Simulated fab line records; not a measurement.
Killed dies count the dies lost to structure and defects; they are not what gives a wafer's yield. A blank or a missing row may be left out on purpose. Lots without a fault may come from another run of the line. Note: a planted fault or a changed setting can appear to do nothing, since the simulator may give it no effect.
Lot-split experiment / flow n5_finfet / route with 1938 steps; 7 lots, 21 wafers read

THE SPLIT
At N5_PASSIVATION_EXPOSE_07 (exposes mask TV, defocus 0 nm, target cd 3000 nm), the setting dose_mj was moved away from the recipe's 22.75 on 4 of the 21 wafers read, by -2.8% to +6.5%. All remaining wafers had this setting at the recipe value.

FROM THE SPLIT TO THE READING: what the file shows between them, 3 steps
- N5_PASSIVATION_PEB_08
- N5_PASSIVATION_DEVELOP_09: develop time 60 s
- N5_PASSIVATION_HARDBAKE_11: time 120 s

THE READING
cd_nm, in nm, at N5_PASSIVATION_CD_MEAS_10 (target cd 3000 nm). Typical for fault-free wafers on this fab line: 3000.0 nm, with standard deviation 2.4 nm.

wafer=L075.1; tool, chamber at the split=krf_scanner-01, 0; dose_mj as run=22.75; against the recipe=recipe; cd_nm, nm=2997.7; against lot-mates on the recipe=-
wafer=L075.3; tool, chamber at the split=krf_scanner-01, 0; dose_mj as run=22.75; against the recipe=recipe; cd_nm, nm=2996.9; against lot-mates on the recipe=-
wafer=L075.4; tool, chamber at the split=krf_scanner-01, 0; dose_mj as run=22.75; against the recipe=recipe; cd_nm, nm=2996.6; against lot-mates on the recipe=-
wafer=L078.1; tool, chamber at the split=krf_scanner-02, 0; dose_mj as run=22.75; against the recipe=recipe; cd_nm, nm=3003.7; against lot-mates on the recipe=-
wafer=L078.2; tool, chamber at the split=krf_scanner-02, 0; dose_mj as run=24.22; against the recipe=+6.5%; cd_nm, nm=3016.2; against lot-mates on the recipe=+12.5
wafer=L078.6; tool, chamber at the split=krf_scanner-02, 0; dose_mj as run=24.22; against the recipe=+6.5%; cd_nm, nm=3018.1; against lot-mates on the recipe=+14.4
wafer=L085.1; tool, chamber at the split=krf_scanner-02, 0; dose_mj as run=22.75; against the recipe=recipe; cd_nm, nm=3004.5; against lot-mates on the recipe=-
wafer=L085.5; tool, chamber at the split=krf_scanner-02, 0; dose_mj as run=22.75; against the recipe=recipe; cd_nm, nm=3000.4; against lot-mates on the recipe=-
wafer=L085.6; tool, chamber at the split=krf_scanner-02, 0; dose_mj as run=22.75; against the recipe=recipe; cd_nm, nm=3002.1; against lot-mates on the recipe=-
wafer=L087.3; tool, chamber at the split=krf_scanner-02, 0; dose_mj as run=22.75; against the recipe=recipe; cd_nm, nm=3001.0; against lot-mates on the recipe=-
wafer=L087.4; tool, chamber at the split=krf_scanner-02, 0; dose_mj as run=22.75; against the recipe=recipe; cd_nm, nm=2999.2; against lot-mates on the recipe=-
wafer=L087.6; tool, chamber at the split=krf_scanner-02, 0; dose_mj as run=22.75; against the recipe=recipe; cd_nm, nm=3000.6; against lot-mates on the recipe=-
wafer=L093.3; tool, chamber at the split=krf_scanner-01, 0; dose_mj as run=22.75; against the recipe=recipe; cd_nm, nm=2998.4; against lot-mates on the recipe=-
wafer=L093.4; tool, chamber at the split=krf_scanner-01, 0; dose_mj as run=22.75; against the recipe=recipe; cd_nm, nm=2999.0; against lot-mates on the recipe=-
wafer=L093.6; tool, chamber at the split=krf_scanner-01, 0; dose_mj as run=22.75; against the recipe=recipe; cd_nm, nm=3000.5; against lot-mates on the recipe=-
wafer=L097.3; tool, chamber at the split=krf_scanner-01, 0; dose_mj as run=22.75; against the recipe=recipe; cd_nm, nm=2999.9; against lot-mates on the recipe=-
wafer=L097.5; tool, chamber at the split=krf_scanner-01, 0; dose_mj as run=22.12; against the recipe=-2.8%; cd_nm, nm=2994.0; against lot-mates on the recipe=-5.7
wafer=L097.6; tool, chamber at the split=krf_scanner-01, 0; dose_mj as run=22.75; against the recipe=recipe; cd_nm, nm=2999.5; against lot-mates on the recipe=-
wafer=L092.1; tool, chamber at the split=krf_scanner-01, 0; dose_mj as run=22.75; against the recipe=recipe; cd_nm, nm=3000.9; against lot-mates on the recipe=-
wafer=L092.3; tool, chamber at the split=krf_scanner-01, 0; dose_mj as run=22.75; against the recipe=recipe; cd_nm, nm=3005.3; against lot-mates on the recipe=-
wafer=L092.6; tool, chamber at the split=krf_scanner-01, 0; dose_mj as run=23.28; against the recipe=+2.3%; cd_nm, nm=3008.8; against lot-mates on the recipe=+5.7

FIT RESULTS
A straight line over all 21 wafers: cd_nm changes by +2.61 nm for each +1% of dose_mj; r = +0.92; the points scatter about the line by 2.4 nm.
The same after taking each lot's own level away (the mean of its wafers on the recipe; 21 wafers): +2.1 nm for each +1%; r = +0.97; scatter 1.2 nm.
The reading moves by 14 nm for the largest change in dose_mj, on that fit.
The lots' own levels span 2997.07 to 3003.70 nm, that is 2.8 times the standard deviation above.
Thus the slope moves with the lot-to-lot level: the two fits are different.
Check: +14.4 nm against its lot-mates is what the line predicts for one of the wafers moved furthest among these (+6.5%) when that wafer is left out of the fit. Against them it came out at +12.5 nm.

THE OTHER SPLITS THESE WAFERS WENT THROUGH
Before the reading, these wafers also passed through other splits. Each is held against what the fit with the lots' levels taken away leaves over:
other split on the same wafers=N5_MIM_BOT_SPUTTER_00 time_s; wafers away from the commonest value=9; r with cd_nm (lot level and that fit taken away)=-0.21

THE FILE'S OWN FIT
cd_nm changes by +2.11 nm for each +1% of dose_mj, r = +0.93.
